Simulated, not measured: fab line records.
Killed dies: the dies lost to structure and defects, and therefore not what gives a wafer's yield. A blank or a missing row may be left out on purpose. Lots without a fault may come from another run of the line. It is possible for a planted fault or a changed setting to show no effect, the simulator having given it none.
Matching of chambers -- flow n5Finfet -- 4 sister chambers for N5_STI_FIN_REVEAL_ETCHBACK_08 on rieDiel-02
The step etches SiO2 in C4F6/O2, target depth 30.5 nm, time 10.167 s. 14 wafers are shown with their chamber, then 7 later ones without.

== WAFERS, EACH WITH ITS CHAMBER ==
wafer,chamber,showerheadPlenumPTorr (Torr),oesProductAu (a.u.),throttleValvePct (%)
L382.1,2,2.86,0.78,21.36
L382.2,0,2.90,0.91,20.99
L382.5,3,2.93,0.72,21.22
L385.1,1,2.86,0.77,21.28
L385.2,2,2.86,0.77,21.36
L385.5,0,2.90,0.91,21.00
L386.1,2,2.86,0.77,21.36
L386.3,0,2.90,0.90,21.03
L386.4,1,2.86,0.76,21.28
L391.2,1,2.86,0.75,21.28
L391.3,2,2.85,0.76,21.38
L391.6,3,2.93,0.72,21.24
L397.2,1,2.86,0.75,21.31
L397.3,3,2.92,0.71,21.26

SIGNATURES, as means of the wafers listed above
reading,chamber 0,chamber 1,chamber 2,chamber 3,scatter within a chamber
showerheadPlenumPTorr,2.9000,2.8600,2.8575,2.9267,0.00376
oesProductAu,0.9067,0.7575,0.7700,0.7167,0.0078
throttleValvePct,21.0067,21.2875,21.3650,21.2400,0.0163
Rule: for a wafer and a chamber, the distance is found by dividing, reading by reading, the gap between the wafer's reading and the chamber's mean by the reading's scatter, squaring, summing and taking the root. If the next closest chamber is less than 2 further off than the closest, the wafer can't be placed; otherwise it belongs to the closest. The scatter: the root of (the sum of the squares of (reading less its chamber's mean) over the shown wafers, divided by (wafers less chambers)).

== WAFERS WITH NO CHAMBER GIVEN ==
wafer,showerheadPlenumPTorr (Torr),oesProductAu (a.u.),throttleValvePct (%)
L397.4,2.89,0.88,21.02
L398.3,2.88,0.87,21.04
L398.5,2.85,0.75,21.31
L398.6,2.88,0.86,21.05
L400.1,2.92,0.71,21.27
L400.4,2.88,0.86,21.05
L400.6,2.85,0.74,21.32

== THE CHAMBER EACH PASSED THROUGH ==
wafer,from the rows above,in truth
L397.4,0,0
L398.3,0,0
L398.5,can't be placed: 1 or 2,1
L398.6,0,0
L400.1,3,3
L400.4,0,0
L400.6,can't be placed: 1 or 2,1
5 of 7 placed correctly. These rows do not allow placing 2 (true chamber among the candidates in 2). Number placed wrongly: 0.
